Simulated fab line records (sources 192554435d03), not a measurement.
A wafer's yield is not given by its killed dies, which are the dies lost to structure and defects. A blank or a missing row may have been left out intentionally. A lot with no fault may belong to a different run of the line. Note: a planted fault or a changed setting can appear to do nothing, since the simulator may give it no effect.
A lot that was struck, set against a sound lot | flow n5_finfet | 37 steps out of a route of 1938
Sound: these wafers, L502.1, L502.3, L502.5. Wafers L501.1, L501.3, L501.4 were the ones struck. The cause is given at the end.
For every step that has rows: the tool of each side, followed by ch and its chambers, followed by its first start. Under that, the readings that differ: sound wafers | struck wafers | difference of the means | sigmas: that difference in standard deviations of wafers without a fault.
alike: same words and numbers on both sides, and readings whose means sit less than 2 such deviations apart. not compared: any withheld reading, any reading some wafer has no value for, any bound like >300 that may hide the same value, and any number with overlapping values for which the record gives no deviation.
The two part at a step that has a row with sigmas, a row that says differs or no value, or rows on one side only. Numbers that have no deviation but don't overlap get no sigmas and don't part them. Lack of a reading on every wafer of one side parts them only where that side has two or more wafers.

first, 9 steps without rows for these wafers: N5_BEOL_M1_DEVELOP_10 (develop time 30 s); N5_BEOL_M1_DESCUM_16 (chemistry O2, time 7 s); N5_BEOL_M1_ETCH_74 (etches underlayer in N2/H2, target depth 6.5 nm, time 5.2 s); N5_BEOL_M1_ETCH_63 (etches SiARC in CF4, target depth 15.6 nm, time 26 s); N5_BEOL_M1_ETCH_64 (etches SOC in N2/H2, target depth 75 nm, overetch 15 nm, time 112.5 s); N5_BEOL_M1_STRIP_65 (strips in N2/H2); N5_BEOL_M1_STRIP_75 (strips in N2/H2); N5_BEOL_M1_STRIP_66 (strips in CF4); N5_BEOL_M1_HM_OPEN_17 (chemistry Cl2/BCl3, target TiN, target depth 20 nm, overetch 6 nm).
N5_BEOL_M1_STRIP_19: strips in O2.
  sound on rie_diel-02 ch 0,3, day 8 08:59; struck on rie_diel-04 ch 1,2,3, day 8 08:49
  no value came back on the struck wafers for any of 7 readings (bias_power_w (W), chamber_pressure_mTorr (mTorr) and others); on the sound wafers bias_power_w (W) reads 0 0 0
  reading                                  | sound | struck         | difference | sigmas
  model.SOC_of_BEOL_M1_COAT_61.thk_nm (nm) | 0 0 0 | 52.4 52.4 52.4 | +52.4      |
  not compared: rf_hours_counter_h
then, 14 steps without rows for these wafers: N5_BEOL_M1_COAT_67 (time 60 s, resist thk 60 nm); N5_BEOL_M1_COAT_68 (time 60 s, resist thk 12 nm); N5_BEOL_M1_COAT_76 (time 60 s, resist thk 5 nm); N5_BEOL_M1_COAT_22 (resist thk 30 nm); N5_BEOL_M1_EBR_24; N5_BEOL_M1_SOFTBAKE_23 (time 60 s); N5_BEOL_M1_EXPOSE_25 (exposes mask V0, defocus 5 nm, target cd 24 nm); N5_BEOL_M1_PEB_26 (peb time 60 s); N5_BEOL_M1_DEVELOP_27 (develop time 30 s); N5_BEOL_M1_DESCUM_33 (chemistry O2, time 7 s); N5_BEOL_M1_ETCH_77 (etches underlayer in N2/H2, target depth 6.5 nm, time 5.2 s); N5_BEOL_M1_ETCH_69 (etches SiARC in CF4, target depth 15.6 nm, time 26 s); N5_BEOL_M1_ALD_98 (deposits SiO2, target thk 2.5 nm, pulse time 1 s, co reactant pulse time 1 s); N5_BEOL_M1_ETCHBACK_99 (etches SiO2 in CHF3, target depth 5 nm, time 10.4 s).
N5_BEOL_M1_ETCH_70: etches SOC in N2/H2, target depth 80 nm, overetch 16 nm, time 120 s.
  sound on rie_diel-03 ch 0,2,3, day 8 11:10; struck on rie_diel-03 ch 1,2,3, day 8 10:41
  reading                  | sound             | struck         | difference | sigmas
  oes_product_au (a.u.)    | 0.56 0.60 0.54    | 0.77 0.74 0.70 | +0.17      | +3
  model.etch.depth_nm (nm) | 60.16 60.27 60.11 | 96 96.5 95.78  | +36        |
  alike: drypump_motor_current_A, h2_flow_sccm, rf_vpp_V, showerhead_plenum_p_Torr, throttle_valve_pct
  not compared: rf_hours_counter_h
then, 6 steps without rows for these wafers: N5_BEOL_M1_STRIP_71 (strips in N2/H2); N5_BEOL_M1_STRIP_78 (strips in N2/H2); N5_BEOL_M1_VIA_ETCH_34 (etches the open film in C4F6/O2, target depth 67.8 nm, time 64.4 s); N5_BEOL_M1_STRIP_83 (strips in C4F6/O2); N5_BEOL_M1_STRIP_36 (strips in N2/H2); N5_BEOL_M1_TRENCH_ETCH_37 (etches SiOC in C4F6/O2, target depth 55.207 nm, time 29 s).
N5_BEOL_M1_ETCH_41: etches SiCN in CH3F/O2, target depth 31.9 nm, time 57.8 s.
  sound on rie_diel-03 ch 0,2,3; struck on rie_diel-03 ch 1,2,3
  reading                                  | sound | struck       | difference | sigmas
  model.SOC_of_BEOL_M1_COAT_61.thk_nm (nm) | 0 0 0 | 34 34.2 34.6 | +34        |
  alike: drypump_motor_current_A, oes_product_au, rf_vpp_V, showerhead_plenum_p_Torr, throttle_valve_pct
  not compared: rf_hours_counter_h
then, 2 steps without rows for these wafers: N5_BEOL_M1_STRIP_97 (strips in N2/H2, time 10 s); N5_BEOL_M1_HM_STRIP_39 (strips TiN in peroxide tin strip, target depth 25 nm, time 158 s).
N5_BEOL_M1_CD_MEAS_35: target cd 18 nm, target cd y 21 nm.
  sound on cd_sem-03 at day 8 11:40; struck on cd_sem-03 at day 8 11:12
  reading    | sound          | struck | difference                    | sigmas
  cd_nm (nm) | 17.4 18.4 18.2 | - - -  | no value on the struck wafers |
N5_BEOL_M4_RC_MEAS_101:
  the record has rows for the sound wafers here (prober-02 ch 0, day 10 13:26) and none for the struck ones
-- record jumps: 7 days separate the struck wafers' starts on either side; left off in module BEOL_M4, taken up again in module PASSIVATION, whose first shown step is the route's number 1936 --
N5_PASSIVATION_PROBE_49:
  sound on prober-01 at day 15 13:19; struck on prober-02 at day 15 14:35
  reading                  | sound          | struck         | difference | sigmas
  defect_limited_yield (%) | 93.2 92.9 95.0 | 0 0 0          | -94        | -67
  killed_at_M0_to_M3       | 23 27 22       | 1107 1114 1114 | +1088      | +99
  killed_dies              | 80 84 59       | 1180 1180 1180 | +1106      | +65
  killed_on_rim            | 11 10 7        | 152 152 152    | +143       | +34
  killed_open              | 52 45 34       | 73 69 76       | +29        | +2
  sort_bin_5_function (%)  | 4.4 4.4 2.8    | 95.8 95.7 95.3 | +91.7      | +94
  sort_bin_6_memory (%)    | 2.2 2.5 2.0    | 4.0 3.9 4.2    | +1.8       | +3
  sort_n_pass              | 1100 1096 1121 | 0 0 0          | -1106      | -53
  sort_yield_pct (%)       | 93.2 92.9 95.0 | 0 0 0          | -94        | -55
  alike: killed_at_M4_up, killed_at_contacts, killed_at_front_end, killed_at_other, killed_short, sort_bin_8_speed

## WHERE THEY PART
Earliest at N5_BEOL_M1_STRIP_19; latest, in this record, at N5_PASSIVATION_PROBE_49.

WHY: whatever the simulator had introduced
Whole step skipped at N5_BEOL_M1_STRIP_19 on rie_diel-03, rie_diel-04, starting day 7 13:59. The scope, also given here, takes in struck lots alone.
